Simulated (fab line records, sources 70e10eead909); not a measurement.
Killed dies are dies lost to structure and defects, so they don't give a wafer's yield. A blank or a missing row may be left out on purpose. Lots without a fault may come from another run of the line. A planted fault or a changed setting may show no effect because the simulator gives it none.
fab line records | flow nand_harc
record lots=6 wafers=18 last_day=25
route steps=1159 shown A_WL_FILL@831 A_CONTACT@840 END@1159
lots that met no fault: from a run of the same line without faults
start_h: hours from the record's first day to the start of the lot's first wafer shown | wait_h: hours since the lot's step before | " the same as in the row above | L1.1+2: a row that stands for several wafers | - no value, or no start given | * or withheld: withheld | < > ~ a bound
route shown NAME@n: a module of which the file shows steps, and the number in the route of the first | usual: mean/standard deviation of fault-free wafers | same: alike in all rows | chamber/n: place in a boat | sites: the reading at each site | _std_site: their standard deviation | _edge_site: outer sites' mean less inner sites' | radius_mm: how far each site lies from the wafer's centre | mask NAME#n: copy n | behind: the tool/chamber that last shaped the wafer | hold: why the lot was held/for how many hours/how that ended | device: the transistor (n, p or np) that didn't switch | end of line: the same wafers' tests at the end of the route | a step without rows: its recipe alone | killed: dies lost to structure and defects at the first sort, not the wafer's yield | map: a wafer's dies, x killed, . not, _ none there
set.NAME: the setting as run; set.NAME@STEP: as run at that earlier step | model.NAME: the simulator's own value behind a step, which no gauge read
lots at some steps of the route; a table a step, a row a wafer
services: from which hour (start_h, from the record's first day; less than 0 if before it) a tool's chamber was out of use, for how many hours, and why
## steps
# step NHARC_A_WL_FILL_SRD_14
# step NHARC_A_WL_FILL_ALD_19
# recipe target_thk_a=20 pulse_time_s=3 ald_cycles=100 temp_c=450 material=TiN
# usual heater_power_w=1080/93 precursor_pulse_height_rel=1.001/0.02
# columns lot.wafer tool chamber start_h wait_h heater_power_w precursor_pulse_height_rel
L759.2 ald_metal-02 3 355.11 0.1 1125 0.992
L759.1 " 1 " " 1072 0.998
L759.3 " 2 " " 950 1.038
L760.3 ald_metal-01 0 355.12 0.1 1046 0.963
L760.4 " 3 " " 1241 1.048
L760.6 " 1 " " 988 1.029
L770.2 ald_metal-02 2 442.87 0.1 913 0.989
L770.3 " 1 " " 1015 1.018
L770.6 " 3 " " 1162 1.008
L771.3 ald_metal-04 3 450.53 0.1 1231 0.991
L771.5 " 3 " " 1225 1.006
L771.6 " 0 " " 996 0.981
L779.4 ald_metal-04 3 479.29 0.1 1221 1.029
L779.2 " 1 " " 1191 1.029
L779.1 " 2 " " 1064 0.979
L781.3 ald_metal-04 1 506.50 0.2 1177 0.981
L781.5 " 0 " " 1020 1.003
L781.6 " 1 " " 1193 1.005
# step NHARC_A_WL_FILL_CVD_20
# recipe target_thk_a=750 temp_c=300 pressure_torr=40 wf6_flow_sccm=40 h2_flow_sccm=1600 ar_flow_sccm=1560 time_s=5064 material=W
# usual heater_power_w=442/30 mfc_wf6_sccm=39.98/0.12 throttle_valve_pct=7.8/0.34
# same time_s=5064
# columns lot.wafer tool chamber start_h wait_h heater_power_w mfc_wf6_sccm throttle_valve_pct
L759.2 cvd_w-02 0 - - 422 40.03 7.5
L759.1 " 1 " " 447 39.79 7.3
L759.3 " 1 " " 442 40.16 7.4
L760.4 cvd_w-01 1 - - 410 40.17 8.0
L760.3 " 0 " " 459 40.01 7.6
L760.6 " 0 " " 457 39.96 7.8
L770.2 cvd_w-02 1 - - 500 39.94 7.6
L770.3 " 1 " " 492 40.05 7.1
L770.6 " 0 " " 404 40.00 8.1
L771.3 cvd_w-02 1 - - 484 40.00 7.1
L771.6 " 0 " " 416 40.16 8.0
L771.5 " 1 " " 498 40.04 7.5
L779.1 cvd_w-02 0 - - 408 39.86 8.1
L779.2 " 1 " " 491 40.16 7.3
L779.4 " 0 " " 411 40.04 8.0
L781.3 cvd_w-01 1 - - 412 39.94 7.9
L781.6 " 1 " " 410 39.97 8.1
L781.5 " 0 " " 445 39.92 8.1
# step NHARC_A_WL_FILL_CMP_12
# recipe t_overpolish_s=30 target_thk_nm=75
# usual motor_current_A=11.9/0.82 overpolish_run_s=30.001/0.0086 retaining_ring_pressure_frac=1.000/0.0047 time_to_endpoint_s=14.9/2.5
# columns lot.wafer tool chamber start_h wait_h motor_current_A overpolish_run_s retaining_ring_pressure_frac time_to_endpoint_s
L759.3 cmp-01 0 360.32 2.2 11.9 30.002 1.005 18.7
L759.2 " 1 " " 13.9 30.005 1.000 15.5
L759.1 " 2 " " 11.2 30.007 1.002 17.4
L760.3 cmp-04 0 361.05 2.2 11.2 30.002 1.001 16.4
L760.4 " 3 " " 12.3 29.988 0.996 14.0
L760.6 " 0 " " 11.4 30.000 1.002 16.2
L770.3 cmp-04 0 448.12 2.2 11.7 30.003 0.997 17.1
L770.2 " 1 " " 11.8 29.992 1.001 18.1
L770.6 " 3 " " 12.1 30.003 1.010 15.0
L771.3 cmp-04 3 456.73 2.2 11.6 30.008 0.999 12.3
L771.5 " 1 " " 11.8 29.999 1.007 16.8
L771.6 " 2 " " 11.8 29.992 0.993 13.6
L779.1 cmp-01 3 486.21 4.3 11.9 30.009 0.993 15.6
L779.2 " 1 " " 13.6 30.002 1.002 14.2
L779.4 " 2 " " 10.8 29.999 1.003 18.5
L781.3 cmp-04 1 512.84 2.9 11.4 29.994 1.007 19.2
L781.6 " 3 " " 12.8 29.989 0.999 14.5
L781.5 " 0 " " 10.8 30.000 1.000 16.5
# step NHARC_A_WL_FILL_SRD_31
# step NHARC_A_WL_FILL_INSPECT_15
# usual raw_defect_count=393/160
# columns lot.wafer tool chamber start_h wait_h raw_defect_count
L759.1 defect_inspect-01 - 360.79 0.0 471
L759.2 " - " " 269
L759.3 " - " " 249
L760.3 defect_inspect-01 - 361.54 0.0 428
L760.4 " - " " 354
L760.6 " - " " 331
L770.2 defect_inspect-02 - 448.54 0.0 332
L770.3 " - " " 424
L770.6 " - " " 313
L771.3 defect_inspect-02 - 457.15 0.0 518
L771.5 " - " " 274
L771.6 " - " " 517
L779.1 defect_inspect-01 - 486.70 0.1 396
L779.2 " - " " 272
L779.4 " - " " 604
L781.3 defect_inspect-01 - 513.30 0.0 750
L781.5 " - " " 800
L781.6 " - " " 616
# step NHARC_A_CONTACT_DEP_24
# recipe target_thk_a=5000 temp_c=400 pressure_torr=6.5 rf_w=900 teos_flow_sccm=161.4 flow_sccm=2650 target_thk_nm=500 gas=O2 material=SiO2
# usual heater_power_w=550/120 mfc_precursor_sccm=161.4/0.5 rf_fwd_power_W=898.6/2.5 throttle_valve_pct=16.2/0.56
# columns lot.wafer tool chamber start_h wait_h heater_power_w mfc_precursor_sccm rf_fwd_power_W throttle_valve_pct
L759.1 pecvd-03 0 360.85 0.1 737 161.2 898.9 16.2
L759.3 " 1 " " 562 161.9 897.9 16.9
L759.2 " 2 " " 315 161.9 896.9 15.9
L760.3 pecvd-03 0 361.73 0.2 692 162.0 898.1 16.3
L760.4 " 1 " " 518 161.3 901.6 17.0
L760.6 " 2 " " 422 161.3 898.8 16.2
L770.3 pecvd-03 0 448.67 0.1 676 161.6 898.4 16.4
L770.2 " 1 " " 499 162.0 904.2 17.1
L770.6 " 2 " " 387 160.7 901.4 16.3
L771.3 pecvd-01 1 457.56 0.4 488 161.7 902.0 15.6
L771.5 " 0 " " 670 161.3 899.1 17.0
L771.6 " 1 " " 495 160.8 896.0 15.5
L779.1 pecvd-03 1 486.79 0.1 491 160.7 901.1 15.6
L779.2 " 0 " " 637 161.3 898.0 16.6
L779.4 " 1 " " 513 161.8 902.9 15.5
L781.3 pecvd-04 2 513.49 0.2 649 160.6 896.0 15.6
L781.6 " 0 " " 511 161.1 900.0 15.5
L781.5 " 1 " " 467 160.9 896.5 15.5
# step NHARC_A_CONTACT_DEP_28
# recipe target_thk_a=36000 temp_c=400 material=aC
# step NHARC_A_CONTACT_DEP_29
# recipe target_thk_a=700 target_thk_nm=70 temp_c=400 pressure_torr=3.5 flow_sccm=200 rf_w=350 material=SiON
# usual heater_power_w=742/110 rf_fwd_power_W=348.4/1.1
# columns lot.wafer tool chamber start_h wait_h heater_power_w rf_fwd_power_W
L759.2 pecvd-04 0 364.55 1.5 694 350.4
L759.1 " 1 " " 623 350.8
L759.3 " 2 " " 923 347.6
L760.3 pecvd-04 0 367.86 1.1 713 348.4
L760.4 " 0 " " 725 346.6
L760.6 " 1 " " 708 352.6
L770.3 pecvd-04 1 451.70 1.4 805 348.6
L770.2 " 0 " " 702 348.3
L770.6 " 1 " " 798 349.4
L771.3 pecvd-04 0 463.27 1.2 676 348.4
L771.6 " 2 " " 737 346.3
L771.5 " 1 " " 787 346.9
L779.2 pecvd-01 1 492.69 1.5 663 348.0
L779.1 " 2 " " 780 347.5
L779.4 " 1 " " 675 349.2
L781.3 pecvd-03 0 516.38 1.3 864 348.9
L781.5 " 1 " " 638 348.3
L781.6 " 0 " " 886 347.8
# step NHARC_A_CONTACT_DEHYDRATE_32
# recipe temp_c=150 time_s=120
# step NHARC_A_CONTACT_HMDS_33
# recipe time_s=30
# step NHARC_A_CONTACT_COAT_34
# recipe temp_c=260 time_s=75
# step NHARC_A_CONTACT_COAT_35
# recipe temp_c=225 time_s=65
# step NHARC_A_CONTACT_COAT_36
# recipe spin_rpm=1500 resist_thk_nm=90
# step NHARC_A_CONTACT_SOFTBAKE_37
# recipe temp_c=105 time_s=55
# step NHARC_A_CONTACT_EBR_38
# step NHARC_A_CONTACT_EXPOSE_39
# recipe na=1.35 sigma_outer=0.8 dose_mj=58.79 mask_id=A_CC_3
# step NHARC_A_CONTACT_PEB_40
# recipe peb_temp_c=100 peb_time_s=65
# step NHARC_A_CONTACT_DEVELOP_41
# recipe develop_time_s=35 dev_temp_c=23
# step NHARC_A_CONTACT_CD_MEAS_42
# recipe target_cd_nm=200 landing_energy_ev=500
# usual cd_nm=200.0/0.55
# columns lot.wafer tool chamber start_h wait_h cd_nm
L759.1 cd_sem-02 0 365.27 - 199.2
L759.2 " 0 " " 199.9
L759.3 " 0 " " 199.6
L760.3 cd_sem-01 0 368.59 - 199.6
L760.4 " 0 " " 199.9
L760.6 " 0 " " 199.2
L770.2 cd_sem-02 0 452.43 - 200.8
L770.3 " 0 " " 200.3
L770.6 " 0 " " 200.2
L771.3 cd_sem-01 0 463.97 - 199.3
L771.5 " 0 " " 199.1
L771.6 " 0 " " 200.2
L779.1 cd_sem-01 0 493.26 - 199.7
L779.2 " 0 " " 199.0
L779.4 " 0 " " 200.0
L781.3 cd_sem-01 0 517.05 - 200.2
L781.5 " 0 " " 200.1
L781.6 " 0 " " 200.0
# step NHARC_A_CONTACT_OVL_MEAS_43
# usual overlay_x_nm=-0.1/0.82 overlay_y_nm=0.3/0.86
# columns lot.wafer tool chamber start_h wait_h overlay_x_nm overlay_y_nm
L759.1 overlay-02 - 365.36 - -0.6 -1.9
L759.2 " - " " -1.2 -1.8
L759.3 " - " " -0.2 -1.8
L760.3 overlay-02 - 368.67 - -1.2 0.9
L760.4 " - " " -1.5 1.2
L760.6 " - " " -1.4 0.6
L770.2 overlay-01 - 452.51 - 0.0 -0.3
L770.3 " - " " -0.3 -0.5
L770.6 " - " " -0.5 0.0
L771.3 overlay-02 - 464.05 - 0.7 0.1
L771.5 " - " " 0.5 0.6
L771.6 " - " " 0.4 0.5
L779.1 overlay-01 - 493.37 - 0.0 0.5
L779.2 " - " " -0.1 0.9
L779.4 " - " " -0.3 0.5
L781.3 overlay-01 - 517.13 - 0.5 -0.9
L781.5 " - " " 0.6 -0.9
L781.6 " - " " 0.3 -0.3
# step NHARC_A_CONTACT_INSPECT_44
# usual raw_defect_count=29/16
# columns lot.wafer tool chamber start_h wait_h raw_defect_count
L759.1 defect_inspect-02 - 365.40 0.0 13
L759.2 " - " " 14
L759.3 " - " " 13
L760.3 defect_inspect-01 - 368.71 0.0 31
L760.4 " - " " 29
L760.6 " - " " 28
L770.2 defect_inspect-01 - 452.55 0.0 36
L770.3 " - " " 1185
L770.6 " - " " 1177
L771.3 defect_inspect-01 - 464.09 0.0 43
L771.5 " - " " 1249
L771.6 " - " " 47
L779.1 defect_inspect-02 - 493.40 0.0 37
L779.2 " - " " 35
L779.4 " - " " 34
L781.3 defect_inspect-02 - 517.17 0.0 38
L781.5 " - " " 45
L781.6 " - " " 45
# step NHARC_A_CONTACT_DESCUM_47
# recipe time_s=3 o2_flow_sccm=200 ar_flow_sccm=0 bias_power_w=0 chemistry=O2
# usual drypump_motor_current_A=5.83/0.26 oes_product_au=1.001/0.0088 rf_vpp_V=57.7/0.94 showerhead_plenum_p_Torr=1.89/0.09 throttle_valve_pct=11.310/0.0088
# same bias_power_w=0 time_s=3
# columns lot.wafer tool chamber start_h wait_h drypump_motor_current_A oes_product_au rf_hours_counter_h rf_vpp_V showerhead_plenum_p_Torr throttle_valve_pct
L759.1 rie_diel-09 2 365.46 0.1 5.99 0.999 18 58.2 1.77 11.296
L759.2 " 3 " " 6.13 1.021 21 57.3 1.94 11.315
L759.3 " 0 " " 5.77 1.018 19 57.7 1.81 11.304
L760.3 rie_diel-09 3 368.77 0.1 6.10 0.999 22 57.4 1.94 11.309
L760.4 " 0 " " 5.77 0.999 20 56.9 1.81 11.322
L760.6 " 3 " " 6.09 1.008 - 58.6 1.94 11.311
L770.3 rie_diel-09 3 452.62 0.1 6.13 0.999 2 57.3 1.94 11.312
L770.2 " 0 " " 5.77 1.020 2 57.2 1.81 11.297
L770.6 " 2 " " 5.99 0.996 - 59.1 2.08 11.308
L771.3 rie_diel-09 1 464.17 0.1 5.48 0.996 5 56.4 1.80 11.309
L771.6 " 2 " " 6.03 1.003 - 59.1 2.07 11.316
L771.5 " 3 " " 6.10 1.000 - 58.1 1.94 11.319
L779.1 rie_diel-09 3 493.46 0.1 6.10 0.998 9 58.9 1.93 11.321
L779.4 " 1 " " 5.47 0.990 10 56.6 1.80 11.308
L779.2 " 2 " " 5.98 1.010 8 58.0 2.07 11.294
L781.3 rie_diel-03 3 517.23 0.1 5.71 1.016 45 56.6 1.81 11.307
L781.6 " 3 " " 5.70 1.013 - 57.0 1.81 11.317
L781.5 " 0 " " 5.89 1.000 - 58.9 1.89 11.308
# step NHARC_END_SORT_01
# recipe temp_c=25
# usual killed_at_array=28/11 killed_at_other=0.5/0.85 killed_at_periphery=2.7/1.9 killed_dies=32/12 killed_open=3.3/1.6 killed_short=2.1/1.5
# same gross_dies=677
# columns lot.wafer tool chamber start_h wait_h killed_at_array killed_at_other killed_at_periphery killed_dies killed_open killed_short
L770.3 prober-01 0 527.41 3.1 91 0 1 92 4 2
L770.6 prober-01 0 529.80 4.0 89 1 7 97 3 2
L771.5 prober-01 0 551.61 3.7 82 1 1 84 1 1
# killed by level:class
L770.3 A_CONTACT:unspecified=54 A_SLIT:chamber_film_flake=13 A_CHANNEL_HOLE_D1:chamber_film_flake=10 A_STAIRCASE:chamber_film_flake=4 A_CONTACT:geometric_particle:open=2 A_CONTACT:chamber_film_flake=2 A_M0:chamber_film_flake=2 A_ONON_D1:geometric_particle:open=1
L770.6 A_CONTACT:unspecified=56 A_SLIT:chamber_film_flake=17 A_CONTACT:chamber_film_flake=5 A_CHANNEL_HOLE_D1:chamber_film_flake=4 P_STI:chamber_film_flake=3 A_STAIRCASE:chamber_film_flake=3 P_GATE:geometric_particle:open=1 P_M1:geometric_particle:open=1
L771.5 A_CONTACT:unspecified=57 A_CHANNEL_HOLE_D1:chamber_film_flake=13 A_SLIT:chamber_film_flake=9 A_ONON_D1:geometric_particle:open=1 A_M0:geometric_particle:short=1 P_ZERO_WELL:chamber_film_flake=1 A_BONDPAD:chamber_film_flake=1 THIN_TSV:chamber_film_flake=1
# map L770.6 (x killed, . not)
____________.____________
_________......._________
_______........x.._______
______..........x..______
_____..............._____
____.......x.........____
____.................____
___...................___
___..........x.x......___
__.x...................__
__..............x......__
_x............x........._
_...x.x........x........_
_......................._
_..xx........x.........x_
_......................._
x........................
...........xx.....x....x.
.........x...............
.........................
....xx..xxxx.............
_.......x..............._
_.xxxx..xx.x............_
_xxxxxxx..xx............_
_xxxxxxx..x............._
_xxxxxx...x............._
__xxxxxx..x............__
__xxxxxx........x......__
___xxxxx..............___
___xxxxx..............___
____xxxxx............____
____xx.x.............____
_____xx............._____
______x............______
_______..........x_______
_________..x...._________
____________.____________
# map L771.5 (x killed, . not)
____________.____________
_________......._________
_______xx.x......._______
______xx...........______
_____xx.xx.........._____
____.xxx.............____
____...x.............____
___...................___
___...................___
__.....................__
__.............x.......__
_......................._
_......................._
_......................._
_..............x........_
_......................._
.........................
.........................
........x.........x......
...........x.............
.x......xx...............
_xxx......x............._
_.x.xx....xx............_
_xxxxxx................._
_xxxxx.x................_
_xxxxxxx...x............_
__xxxxx................__
__xxxxxx.......x...x...__
___xxxxxx.............___
___xxxxxx.............___
____xxxx.............____
____xxx..............____
_____xx............._____
______.............______
_______..........._______
_________......._________
____________.____________
## services
# columns tool chamber start_h hours kind
pecvd-04 1 349.16 6.1 repair
rie_diel-09 2 350.26 6.1 repair
pecvd-01 2 361.15 11.4 repair
ald_metal-02 - 364.00 10.0 pm
cmp-01 - 368.70 0.5 repair
cmp-01 - 375.83 4.0 pm
pecvd-04 - 376.46 13.0 pm
cvd_w-02 - 378.93 13.0 pm
cmp-01 - 395.10 2.0 repair
cmp-04 - 399.07 4.0 pm
ald_metal-04 - 406.00 10.0 pm
rie_diel-09 1 416.14 3.3 repair
pecvd-01 - 418.00 13.0 pm
ald_metal-04 1 427.43 10.6 repair
rie_diel-09 - 431.41 9.0 pm
ald_metal-04 - 437.99 1.7 repair
cmp-01 - 449.78 2.5 repair
pecvd-01 1 462.62 10.6 repair
pecvd-03 - 473.41 13.0 pm
cmp-01 - 473.83 4.0 pm
pecvd-04 - 486.68 3.1 repair
cmp-04 - 497.07 4.0 pm
ald_metal-04 2 503.99 15.1 repair
rie_diel-09 2 509.84 4.7 repair
## key
first_sign step=NHARC_A_CONTACT_INSPECT_44 reading=raw_defect_count direction=up sigmas=72 usual=29 struck=1204
effect step=NHARC_END_SORT_01 reading=killed_at_array direction=up sigmas=5.2 usual=28 struck=87
more_kills_born_at NHARC_A_CONTACT_DEP_29@pecvd-04=167
met_at NHARC_A_CONTACT_DEP_29
struck_wafers L770.3,L770.6,L771.5
tester_left_out L770,L771
onset_between 367.86 451.70
fault kind=chamber_particle_source tool=pecvd-04 chamber=1 onset_h=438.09 steps=NHARC_A_CONTACT_DEP_29 rate_per_visit_cm2=1.8165 end_h=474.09
# tester_left_out: of these lots the tester's yield and bins aren't shown, on N5 and GAA mostly nor the transistor test; their killed dies are dies lost to structure and defects alone, not to doping, threshold or leakage, so they don't give the yield
